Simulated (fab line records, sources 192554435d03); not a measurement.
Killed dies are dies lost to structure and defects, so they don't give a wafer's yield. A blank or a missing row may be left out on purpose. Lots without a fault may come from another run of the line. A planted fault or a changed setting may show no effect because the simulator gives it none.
Chamber matching | flow n5_finfet | N5_BEOL_M4_STRIP_36 on rie_diel-02: 4 sister chambers
The step strips in N2/H2. 18 wafers are shown with their chamber, then 9 later ones without.

WAFERS WITH THEIR CHAMBER
wafer  | chamber | drypump_motor_current_A (A) | showerhead_plenum_p_Torr (Torr) | throttle_valve_pct (%)
L078.2 | 0       | 5.8                         | 2.41                            | 23.51
L078.3 | 3       | 5.7                         | 2.59                            | 23.43
L078.6 | 3       | 5.7                         | 2.59                            | 23.38
L083.1 | 3       | 5.7                         | 2.59                            | 23.42
L083.3 | 2       | 6.2                         | 2.66                            | 23.27
L083.5 | 1       | 5.2                         | 2.58                            | 23.51
L087.3 | 0       | 5.8                         | 2.40                            | 23.56
L087.4 | 3       | 5.7                         | 2.58                            | 23.45
L087.5 | 0       | 5.8                         | 2.40                            | 23.55
L086.1 | 0       | 5.8                         | 2.40                            | 23.52
L086.3 | 2       | 6.2                         | 2.65                            | 23.28
L086.4 | 1       | 5.2                         | 2.58                            | 23.53
L089.2 | 2       | 6.2                         | 2.65                            | 23.29
L089.4 | 1       | 5.3                         | 2.58                            | 23.57
L089.5 | 1       | 5.2                         | 2.58                            | 23.56
L092.1 | 3       | 5.7                         | 2.58                            | 23.43
L092.2 | 0       | 5.8                         | 2.40                            | 23.55
L092.3 | 2       | 6.2                         | 2.65                            | 23.27

SIGNATURES (means of the wafers above)
reading                  | chamber 0 | chamber 1 | chamber 2 | chamber 3 | scatter within a chamber
drypump_motor_current_A  | 5.800     | 5.225     | 6.200     | 5.700     | 0.0231
showerhead_plenum_p_Torr | 2.4020    | 2.5800    | 2.6525    | 2.5860    | 0.00443
throttle_valve_pct       | 23.5380   | 23.5425   | 23.2775   | 23.4220   | 0.0225
Rule: a wafer's distance from a chamber is the root of the sum, over the readings, of the square of ((its reading less the chamber's mean) divided by the reading's scatter). The wafer belongs to the nearest chamber; if the next one is less than 2 further off, it can't be placed. The scatter: the root of (the sum of the squares of (reading less its chamber's mean) over the shown wafers, divided by (wafers less chambers)).

WAFERS WITHOUT THEIR CHAMBER
wafer  | drypump_motor_current_A (A) | showerhead_plenum_p_Torr (Torr) | throttle_valve_pct (%)
L095.1 | 6.2                         | 2.65                            | 23.31
L095.3 | 5.2                         | 2.57                            | 23.58
L095.6 | 5.8                         | 2.39                            | 23.56
L097.1 | 5.8                         | 2.39                            | 23.55
L097.3 | 6.2                         | 2.64                            | 23.31
L097.6 | 5.3                         | 2.57                            | 23.56
L096.1 | 6.2                         | 2.64                            | 23.30
L096.4 | 5.3                         | 2.57                            | 23.54
L096.5 | 5.7                         | 2.57                            | 23.43

WHICH CHAMBER EACH WENT THROUGH
wafer  | from the rows above | in truth
L095.1 | 2                   | 2
L095.3 | 1                   | 1
L095.6 | 0                   | 0
L097.1 | 0                   | 0
L097.3 | 2                   | 2
L097.6 | 1                   | 1
L096.1 | 2                   | 2
L096.4 | 1                   | 1
L096.5 | 3                   | 3
Placed correctly: 9 of 9. Can't be placed from these rows: 0. Placed wrongly: 0.
